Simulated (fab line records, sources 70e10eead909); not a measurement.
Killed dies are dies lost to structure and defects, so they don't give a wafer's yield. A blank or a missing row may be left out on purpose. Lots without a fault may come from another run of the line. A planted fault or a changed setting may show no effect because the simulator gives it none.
Problem report in the 8D (eight disciplines) form, filled by code | flow nand_harc | the parts of the form that need people (team, actions taken, sign-off) are left out

1. THE PROBLEM
killed_at_array at NHARC_END_SORT_01 reads a mean of 669 on 3 wafers of 2 lots; wafers without a fault read 53 with a standard deviation of 20. That is +31 standard deviations from the usual mean.
First seen on wafer L336.3, day 32 21:58, on prober-01. The record holds 6 wafers of 2 lots with a number at this step. Rule for "out", or "out of limits": more than 4 standard deviations from the usual mean. The other wafers with a number count as sound.

2. WHAT IT IS AND WHAT IT IS NOT
question                    | is                           | is not
which readings at this step | killed_at_array, killed_dies | killed_open, killed_short
which lots                  | L336, L337                   | -
which wafers of those lots  | L336.3, L337.1, L337.5       | L336.1, L336.6, L337.4
read on which gauges        | prober-01, prober-02         | -
when                        | from day 32 21:58            | up to then (1 sound wafer); but 2 sound wafers of L336, L337 came after

3. SUSPECTS, AND WHAT RULES EACH OUT
Counting: a tool at a process step up to the reading stays a suspect if it ran every lot that is out. Sound lots after the first of them don't rule it out here, since some wafers of a struck lot are sound.
- the gauge at NHARC_END_SORT_01: ruled out. The wafers that are out were read on 2 gauges (prober-01, prober-02).
- rie_metal-02 at NHARC_A_WL_FILL_ETCHBACK_04 (etches the open film in NF3, target depth 60 nm, time 120 s): kept. It ran every lot that is out, first L336 (day 28 08:22).
- ald_metal-02 at NHARC_A_WL_FILL_ALD_19 (deposits TiN, target thk 2 nm, pulse time 3 s, ald cycles 100): kept. It ran every lot that is out, first L336 (day 29 02:59).
- pecvd-02 at NHARC_A_CONTACT_DEP_29 (deposits SiON, target thk 100 nm): kept. It ran every lot that is out, first L336 (day 29 09:01).
- Within ald_metal-02 at NHARC_A_WL_FILL_ALD_19: the wafers that are out ran in chamber 0; their sound lot-mates ran in chamber 1.
Left after counting: rie_metal-02 at NHARC_A_WL_FILL_ETCHBACK_04, ald_metal-02 at NHARC_A_WL_FILL_ALD_19, pecvd-02 at NHARC_A_CONTACT_DEP_29.

4. THE CAUSE (what the simulator had put in)
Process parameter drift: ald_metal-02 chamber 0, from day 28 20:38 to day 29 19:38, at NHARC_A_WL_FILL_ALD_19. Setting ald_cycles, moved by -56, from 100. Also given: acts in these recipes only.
Counting left 3 suspects, and this tool is among them.

5. THE CHAIN OF EFFECTS, in route order
Each row: a reading whose mean over the struck wafers that have a number lies more than 3 standard deviations from the usual. Only readings for which the record gives a usual standard deviation are gone through. hours: the time from each lot's start at the first step in this table that gives one to its start at this step, as a median over the lots. sigmas: the change in usual standard deviations.
hours | step              | reading         | usual | on struck wafers | change | sigmas
0     | NHARC_END_SORT_01 | killed_at_array | 53    | 669              | +616   | +31
0     | NHARC_END_SORT_01 | killed_dies     | 58    | 677              | +619   | +31

6. WHAT WOULD HAVE CAUGHT IT SOONER
In this record the first reading out of limits at a measuring or inspecting step was taken at day 32 21:58, 97 hours after the fault began at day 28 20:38.
Of the tool readings at NHARC_A_WL_FILL_ALD_19 for which the record gives a usual standard deviation, none was out on any struck wafer, so an alarm limit of 4 standard deviations on them would not have fired.
All the lots that are out (2) had begun NHARC_A_WL_FILL_ALD_19 on ald_metal-02 by day 32 21:58. A hold on the tool at that time would have spared none of them.
